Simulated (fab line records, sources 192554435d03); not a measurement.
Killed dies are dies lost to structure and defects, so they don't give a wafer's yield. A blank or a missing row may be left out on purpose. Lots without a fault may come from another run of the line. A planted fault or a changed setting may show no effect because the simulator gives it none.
Which tool did it? | flow n5_finfet | 24 lots, 72 wafers sampled, at 6 steps of a route of 1938

WHAT THE GAUGES READ, wafer by wafer
The record holds no reading of a measuring or inspecting step that can be judged against a usual standard deviation.

WHICH TOOL RAN EACH LOT (tool, then ch and the chambers of the sampled wafers, then the start)
lot  | N5_BEOL_M5_ETCH_68                 | N5_BEOL_M5_VIA_ETCH_34             | N5_BEOL_M5_ANNEAL_89         | N5_BEOL_M6_HM_DEP_02         | N5_BEOL_M6_CURE_75            | N5_BEOL_M6_SPUTTER_48
L074 | rie_diel-03 ch 1,2, day 8 01:20    | rie_diel-03 ch 1,2, day 8 01:26    | pvd_sputter-03, day 8 06:18  | pvd_sputter-03, day 8 11:37  | uv_cure-03 ch 2, day 8 14:07  | pvd_sputter-02, day 8 15:37
L076 | rie_diel-01 ch 0,1, day 8 01:41    | rie_diel-01 ch 0,1, day 8 01:47    | pvd_sputter-02, day 8 06:53  | pvd_sputter-02, day 8 12:50  | uv_cure-03 ch 2, day 8 15:17  | pvd_sputter-03, day 8 17:42
L075 | rie_diel-06 ch 1,3, day 8 19:40    | rie_diel-06 ch 1,3, day 8 19:46    | pvd_sputter-01, day 9 00:25  | pvd_sputter-03, day 9 04:59  | uv_cure-02 ch 2, day 9 07:38  | pvd_sputter-02, day 9 10:25
L077 | rie_diel-01 ch 1,2,3, day 8 19:58  | rie_diel-01 ch 1,2,3, day 8 20:04  | pvd_sputter-02, day 9 00:44  | pvd_sputter-01, day 9 06:55  | uv_cure-01 ch 1, day 9 09:46  | pvd_sputter-02, day 9 10:43
L078 | rie_diel-03 ch 2,3, day 9 00:51    | rie_diel-03 ch 2,3, day 9 00:57    | pvd_sputter-02, day 9 05:44  | pvd_sputter-02, day 9 11:56  | uv_cure-03 ch 1, day 9 14:07  | pvd_sputter-01, day 9 15:05
L079 | rie_diel-06 ch 1,3, day 9 11:52    | rie_diel-06 ch 1,3, day 9 11:58    | pvd_sputter-03, day 9 16:37  | pvd_sputter-01, day 9 21:52  | uv_cure-02 ch 0, day 10 00:32 | pvd_sputter-02, day 10 01:45
L081 | rie_diel-03 ch 0,2, day 9 21:57    | rie_diel-03 ch 0,2, day 9 22:03    | pvd_sputter-03, day 10 03:04 | pvd_sputter-02, day 10 09:38 | uv_cure-02 ch 0, day 10 12:52 | pvd_sputter-03, day 10 14:11
L082 | rie_diel-03 ch 0,3, day 10 03:36   | rie_diel-03 ch 0,3, day 10 03:42   | pvd_sputter-03, day 10 08:40 | pvd_sputter-03, day 10 12:43 | uv_cure-02 ch 1, day 10 15:11 | pvd_sputter-02, day 10 16:20
L083 | rie_diel-01 ch 1,2,3, day 10 09:34 | rie_diel-01 ch 1,2,3, day 10 09:40 | pvd_sputter-02, day 10 14:26 | pvd_sputter-01, day 10 18:23 | uv_cure-03 ch 1, day 10 21:17 | pvd_sputter-03, day 10 23:46
L080 | rie_diel-06 ch 0,2,3, day 10 10:10 | rie_diel-06 ch 0,2,3, day 10 10:16 | pvd_sputter-01, day 10 16:29 | pvd_sputter-02, day 10 21:22 | uv_cure-03 ch 0, day 10 23:38 | pvd_sputter-03, day 11 01:13
L084 | rie_diel-01 ch 2,3, day 10 13:42   | rie_diel-01 ch 2,3, day 10 13:48   | pvd_sputter-03, day 10 19:35 | pvd_sputter-02, day 10 23:28 | uv_cure-01 ch 1, day 11 04:29 | pvd_sputter-01, day 11 06:05
L085 | rie_diel-06 ch 0,1,3, day 11 04:06 | rie_diel-06 ch 0,1,3, day 11 04:12 | pvd_sputter-02, day 11 09:28 | pvd_sputter-01, day 11 12:42 | uv_cure-02 ch 0, day 11 15:40 | pvd_sputter-03, day 11 18:23
L086 | rie_diel-06 ch 0,1,2, day 11 17:48 | rie_diel-06 ch 0,1,2, day 11 17:54 | pvd_sputter-02, day 11 23:01 | pvd_sputter-02, day 12 02:16 | uv_cure-03 ch 0, day 12 04:49 | pvd_sputter-02, day 12 07:29
L087 | rie_diel-01 ch 0,2,3, day 11 21:07 | rie_diel-01 ch 0,2,3, day 11 21:13 | pvd_sputter-01, day 12 02:52 | pvd_sputter-01, day 12 07:17 | uv_cure-03 ch 2, day 12 11:34 | pvd_sputter-01, day 12 12:56
L088 | rie_diel-01 ch 0,2,3, day 12 00:31 | rie_diel-01 ch 0,2,3, day 12 00:37 | pvd_sputter-02, day 12 05:42 | pvd_sputter-01, day 12 10:50 | uv_cure-03 ch 0, day 12 13:05 | pvd_sputter-03, day 12 15:11
L090 | rie_diel-03 ch 0,1,3, day 12 06:36 | rie_diel-03 ch 0,1,3, day 12 06:42 | pvd_sputter-03, day 12 11:40 | pvd_sputter-03, day 12 14:53 | uv_cure-01 ch 0, day 12 18:20 | pvd_sputter-02, day 12 19:47
L091 | rie_diel-01 ch 2,3, day 12 14:11   | rie_diel-01 ch 2,3, day 12 14:17   | pvd_sputter-01, day 12 20:49 | pvd_sputter-03, day 12 23:55 | uv_cure-02 ch 1, day 13 02:05 | pvd_sputter-02, day 13 02:55
L089 | rie_diel-01 ch 1,2, day 12 20:26   | rie_diel-01 ch 1,2, day 12 20:32   | pvd_sputter-02, day 13 01:16 | pvd_sputter-02, day 13 04:36 | uv_cure-01 ch 2, day 13 08:46 | pvd_sputter-02, day 13 10:14
L092 | rie_diel-03 ch 1,2,3, day 13 02:40 | rie_diel-03 ch 1,2,3, day 13 02:46 | pvd_sputter-01, day 13 07:27 | pvd_sputter-02, day 13 11:11 | uv_cure-02 ch 2, day 13 13:43 | pvd_sputter-02, day 13 16:29
L094 | rie_diel-03 ch 0,2,3, day 13 03:10 | rie_diel-03 ch 0,2,3, day 13 03:16 | pvd_sputter-02, day 13 08:08 | pvd_sputter-02, day 13 11:32 | uv_cure-01 ch 1, day 13 16:19 | pvd_sputter-02, day 13 17:36
L093 | rie_diel-03 ch 0,1,3, day 13 06:01 | rie_diel-03 ch 0,1,3, day 13 06:07 | pvd_sputter-03, day 13 10:58 | pvd_sputter-02, day 13 15:44 | uv_cure-01 ch 1, day 13 19:06 | pvd_sputter-01, day 13 20:21
L095 | rie_diel-01 ch 0,1,3, day 13 07:05 | rie_diel-01 ch 0,1,3, day 13 07:11 | pvd_sputter-01, day 13 17:53 | pvd_sputter-01, day 13 22:37 | uv_cure-02 ch 0, day 14 01:41 | pvd_sputter-02, day 14 02:46
L096 | rie_diel-03 ch 0,1,2, day 14 01:11 | rie_diel-03 ch 0,1,2, day 14 01:17 | pvd_sputter-02, day 14 06:24 | pvd_sputter-03, day 14 10:19 | uv_cure-03 ch 0, day 14 14:17 | pvd_sputter-02, day 14 15:48
L097 | rie_diel-03 ch 0,2,3, day 14 03:38 | rie_diel-03 ch 0,2,3, day 14 03:44 | pvd_sputter-01, day 14 09:08 | pvd_sputter-01, day 14 13:32 | uv_cure-02 ch 0, day 14 16:09 | pvd_sputter-02, day 14 18:19
- N5_BEOL_M5_ETCH_68: etches SOC in N2/H2, target depth 80 nm, overetch 16 nm, time 120 s.
- N5_BEOL_M5_VIA_ETCH_34: etches SiCOH lowk in C4F6/O2, target depth 88.3 nm, time 39.2 s.
- N5_BEOL_M5_ANNEAL_89: time 1800 s.
- N5_BEOL_M6_HM_DEP_02: deposits TiN, target thk 20 nm.
- N5_BEOL_M6_CURE_75: cures SiCOH lowk, time 120 s.
- N5_BEOL_M6_SPUTTER_48: material Cu, target thk 10 nm, time 1.667 s.

WHAT THE TOOLS THEMSELVES READ (means of the sampled wafers that have a number; where no wafer has one, the mark that the record gives instead)
N5_BEOL_M5_ETCH_68.
lot  | tool        | drypump_motor_current_A (A) | oes_product_au (a.u.) | rf_vpp_V (V) | showerhead_plenum_p_Torr (Torr) | throttle_valve_pct (%)
L074 | rie_diel-03 | 5.6                         | 0.55                  | 522.8        | 2.52                            | 18.24
L076 | rie_diel-01 | 6.0                         | 0.68                  | 523.0        | 2.47                            | 17.50
L075 | rie_diel-06 | 5.1                         | 0.56                  | 521.4        | 2.42                            | 17.90
L077 | rie_diel-01 | 6.2                         | 0.65                  | 523.2        | 2.50                            | 17.76
L078 | rie_diel-03 | 5.2                         | 0.55                  | 521.4        | 2.45                            | 18.01
L079 | rie_diel-06 | 5.1                         | 0.56                  | 520.8        | 2.42                            | 17.92
L081 | rie_diel-03 | 5.9                         | 0.64                  | 523.9        | 2.57                            | 17.99
L082 | rie_diel-03 | 5.7                         | 0.64                  | 524.0        | 2.53                            | 17.92
L083 | rie_diel-01 | 6.2                         | 0.63                  | 524.1        | 2.50                            | 17.78
L080 | rie_diel-06 | 5.7                         | 0.59                  | 522.4        | 2.47                            | 17.82
L084 | rie_diel-01 | 6.3                         | 0.64                  | 522.7        | 2.51                            | 17.95
L085 | rie_diel-06 | 5.5                         | 0.58                  | 520.9        | 2.44                            | 17.82
L086 | rie_diel-06 | 5.8                         | 0.58                  | 521.3        | 2.47                            | 17.83
L087 | rie_diel-01 | 6.3                         | 0.63                  | 523.7        | 2.50                            | 17.84
L088 | rie_diel-01 | 6.3                         | 0.62                  | 522.5        | 2.50                            | 17.85
L090 | rie_diel-03 | 5.6                         | 0.65                  | 523.0        | 2.50                            | 17.96
L091 | rie_diel-01 | 6.5                         | 0.58                  | 522.8        | 2.52                            | 17.94
L089 | rie_diel-01 | 6.0                         | 0.65                  | 522.1        | 2.47                            | 17.85
L092 | rie_diel-03 | 5.4                         | 0.60                  | 521.9        | 2.47                            | 18.07
L094 | rie_diel-03 | 5.5                         | 0.58                  | 522.4        | 2.50                            | 18.05
L093 | rie_diel-03 | 5.6                         | 0.63                  | 522.5        | 2.49                            | 17.98
L095 | rie_diel-01 | 6.2                         | 0.61                  | 522.2        | 2.48                            | 17.71
L096 | rie_diel-03 | 5.8                         | 0.63                  | 523.4        | 2.53                            | 18.07
L097 | rie_diel-03 | 5.5                         | 0.57                  | 522.3        | 2.50                            | 18.05

N5_BEOL_M5_VIA_ETCH_34.
lot  | tool        | drypump_motor_current_A (A) | oes_ar_750_au (a.u.) | oes_product_au (a.u.) | rf_vpp_V (V) | showerhead_plenum_p_Torr (Torr) | throttle_valve_pct (%)
L074 | rie_diel-03 | 5.6                         | 0.72                 | 0.71                  | 655          | 2.83                            | 21.37
L076 | rie_diel-01 | 5.9                         | 0.89                 | 0.89                  | 649          | 2.78                            | 20.70
L075 | rie_diel-06 | 5.1                         | 0.73                 | 0.73                  | 667          | 2.72                            | 20.92
L077 | rie_diel-01 | 6.2                         | 0.85                 | 0.85                  | 658          | 2.80                            | 20.82
L078 | rie_diel-03 | 5.2                         | 0.72                 | 0.71                  | 664          | 2.76                            | 21.12
L079 | rie_diel-06 | 5.1                         | 0.73                 | 0.73                  | 668          | 2.72                            | 20.93
L081 | rie_diel-03 | 5.9                         | 0.83                 | 0.83                  | 667          | 2.86                            | 20.98
L082 | rie_diel-03 | 5.7                         | 0.81                 | 0.82                  | 677          | 2.81                            | 20.83
L083 | rie_diel-01 | 6.2                         | 0.84                 | 0.84                  | 658          | 2.80                            | 20.83
L080 | rie_diel-06 | 5.7                         | 0.78                 | 0.77                  | 656          | 2.77                            | 20.93
L084 | rie_diel-01 | 6.3                         | 0.85                 | 0.84                  | 663          | 2.81                            | 20.91
L085 | rie_diel-06 | 5.5                         | 0.76                 | 0.77                  | 659          | 2.74                            | 20.85
L086 | rie_diel-06 | 5.8                         | 0.76                 | 0.75                  | 653          | 2.77                            | 20.92
L087 | rie_diel-01 | 6.3                         | 0.83                 | 0.82                  | 656          | 2.80                            | 20.88
L088 | rie_diel-01 | 6.3                         | 0.82                 | 0.82                  | 655          | 2.80                            | 20.87
L090 | rie_diel-03 | 5.5                         | 0.83                 | 0.84                  | 675          | 2.78                            | 20.93
L091 | rie_diel-01 | 6.5                         | 0.78                 | 0.77                  | 657          | 2.81                            | 20.91
L089 | rie_diel-01 | 6.0                         | 0.85                 | 0.85                  | 662          | 2.77                            | 20.89
L092 | rie_diel-03 | 5.4                         | 0.78                 | 0.77                  | 665          | 2.77                            | 21.16
L094 | rie_diel-03 | 5.5                         | 0.75                 | 0.74                  | 666          | 2.80                            | 21.08
L093 | rie_diel-03 | 5.6                         | 0.83                 | 0.82                  | 675          | 2.78                            | 20.93
L095 | rie_diel-01 | 6.2                         | 0.80                 | 0.79                  | 650          | 2.79                            | 20.82
L096 | rie_diel-03 | 5.8                         | 0.82                 | 0.82                  | 666          | 2.82                            | 21.09
L097 | rie_diel-03 | 5.5                         | 0.74                 | 0.74                  | 666          | 2.79                            | 21.09

N5_BEOL_M5_ANNEAL_89.
lot  | tool           | heater_power_w (W)
L074 | pvd_sputter-03 | 812
L076 | pvd_sputter-02 | 810
L075 | pvd_sputter-01 | 832
L077 | pvd_sputter-02 | 790
L078 | pvd_sputter-02 | 814
L079 | pvd_sputter-03 | 820
L081 | pvd_sputter-03 | 801
L082 | pvd_sputter-03 | 869
L083 | pvd_sputter-02 | 795
L080 | pvd_sputter-01 | 847
L084 | pvd_sputter-03 | 875
L085 | pvd_sputter-02 | 795
L086 | pvd_sputter-02 | 810
L087 | pvd_sputter-01 | 816
L088 | pvd_sputter-02 | 827
L090 | pvd_sputter-03 | 776
L091 | pvd_sputter-01 | 793
L089 | pvd_sputter-02 | 829
L092 | pvd_sputter-01 | 838
L094 | pvd_sputter-02 | 815
L093 | pvd_sputter-03 | 804
L095 | pvd_sputter-01 | 823
L096 | pvd_sputter-02 | 818
L097 | pvd_sputter-01 | 824

N5_BEOL_M6_HM_DEP_02.
lot  | tool           | throttle_valve_pct (%)
L074 | pvd_sputter-03 | 29.2
L076 | pvd_sputter-02 | 29.9
L075 | pvd_sputter-03 | 29.5
L077 | pvd_sputter-01 | 28.7
L078 | pvd_sputter-02 | 30.2
L079 | pvd_sputter-01 | 29.2
L081 | pvd_sputter-02 | 30.1
L082 | pvd_sputter-03 | 29.4
L083 | pvd_sputter-01 | 28.7
L080 | pvd_sputter-02 | 30.1
L084 | pvd_sputter-02 | 30.5
L085 | pvd_sputter-01 | 28.5
L086 | pvd_sputter-02 | 30.3
L087 | pvd_sputter-01 | 28.1
L088 | pvd_sputter-01 | 28.3
L090 | pvd_sputter-03 | 29.4
L091 | pvd_sputter-03 | 30.1
L089 | pvd_sputter-02 | 30.5
L092 | pvd_sputter-02 | 30.1
L094 | pvd_sputter-02 | 29.9
L093 | pvd_sputter-02 | 30.5
L095 | pvd_sputter-01 | 29.1
L096 | pvd_sputter-03 | 29.5
L097 | pvd_sputter-01 | 29.0

N5_BEOL_M6_CURE_75.
lot  | tool       | lamp_power_pct (%) | wafer_temp_C_max
L074 | uv_cure-03 | 52.36              | 371.6
L076 | uv_cure-03 | 52.29              | 371.6
L075 | uv_cure-02 | 52.31              | 371.7
L077 | uv_cure-01 | 52.29              | 371.7
L078 | uv_cure-03 | 52.28              | 371.6
L079 | uv_cure-02 | 52.37              | 372.0
L081 | uv_cure-02 | 52.28              | 371.4
L082 | uv_cure-02 | 52.36              | 372.5
L083 | uv_cure-03 | 52.30              | 371.8
L080 | uv_cure-03 | 52.30              | 371.4
L084 | uv_cure-01 | 52.32              | 371.8
L085 | uv_cure-02 | 52.27              | 371.5
L086 | uv_cure-03 | 52.36              | 371.2
L087 | uv_cure-03 | 52.31              | 371.4
L088 | uv_cure-03 | 52.35              | 371.6
L090 | uv_cure-01 | 52.37              | 371.1
L091 | uv_cure-02 | 52.28              | 372.3
L089 | uv_cure-01 | 52.35              | 371.7
L092 | uv_cure-02 | 52.29              | 371.5
L094 | uv_cure-01 | 52.31              | 371.6
L093 | uv_cure-01 | 52.36              | 371.7
L095 | uv_cure-02 | 52.29              | 371.9
L096 | uv_cure-03 | 52.33              | 371.4
L097 | uv_cure-02 | 52.37              | 371.6

N5_BEOL_M6_SPUTTER_48.
lot  | tool           | bias_v (V) | chuck_gas_flow_sccm (sccm) | throttle_valve_pct (%)
L074 | pvd_sputter-02 | 60.2       | 1.27                       | 30.5
L076 | pvd_sputter-03 | 59.6       | 1.21                       | 29.3
L075 | pvd_sputter-02 | 59.9       | 1.25                       | 30.2
L077 | pvd_sputter-02 | 60.2       | 1.18                       | 30.0
L078 | pvd_sputter-01 | 60.0       | 1.23                       | 29.6
L079 | pvd_sputter-02 | 60.2       | 1.27                       | 29.8
L081 | pvd_sputter-03 | 59.6       | 1.25                       | 28.7
L082 | pvd_sputter-02 | 59.9       | 1.29                       | 29.9
L083 | pvd_sputter-03 | 59.9       | 1.30                       | 28.7
L080 | pvd_sputter-03 | 59.7       | 1.27                       | 29.4
L084 | pvd_sputter-01 | 60.2       | 1.27                       | 28.1
L085 | pvd_sputter-03 | 59.6       | 1.29                       | 29.2
L086 | pvd_sputter-02 | 60.2       | 1.27                       | 30.4
L087 | pvd_sputter-01 | 60.6       | 1.24                       | 29.3
L088 | pvd_sputter-03 | 60.9       | 1.22                       | 29.3
L090 | pvd_sputter-02 | 59.8       | 1.22                       | 30.2
L091 | pvd_sputter-02 | 60.4       | 1.24                       | 30.0
L089 | pvd_sputter-02 | 60.4       | 1.27                       | 30.6
L092 | pvd_sputter-02 | 59.8       | 1.26                       | 30.7
L094 | pvd_sputter-02 | 60.6       | 1.20                       | 30.2
L093 | pvd_sputter-01 | 60.5       | 1.23                       | 29.0
L095 | pvd_sputter-02 | 60.2       | 1.25                       | 30.5
L096 | pvd_sputter-02 | 60.4       | 1.29                       | 30.2
L097 | pvd_sputter-02 | 59.4       | 1.24                       | 30.2

THE ANSWER, worked out from the rows above alone
Rule: what is usual is taken from the lots themselves. Put in order of their means at a reading, lots are off if they are a third of the lots or fewer, leave a main group of 4 or more, and stand apart from it by a gap of 3 or more times the standard deviation of the main group's means; of several such gaps the widest counts. A main group whose means are all the same, to the digits that the tables above print for the reading, isn't used. A lot without any number at a reading at which 4 lots or more have one is off too. The other lots that the step has rows for count as sound. The gauges are gone through in route order, then the tools' own readings, and for those a lot's mean is taken as printed above. The first step at which some lot is off is used, and at that step the reading that is off furthest; a lot without a number counts as furthest.
No lot is off at any reading shown: from this, nothing can be told.

WHAT THE SIMULATOR HAD PUT IN
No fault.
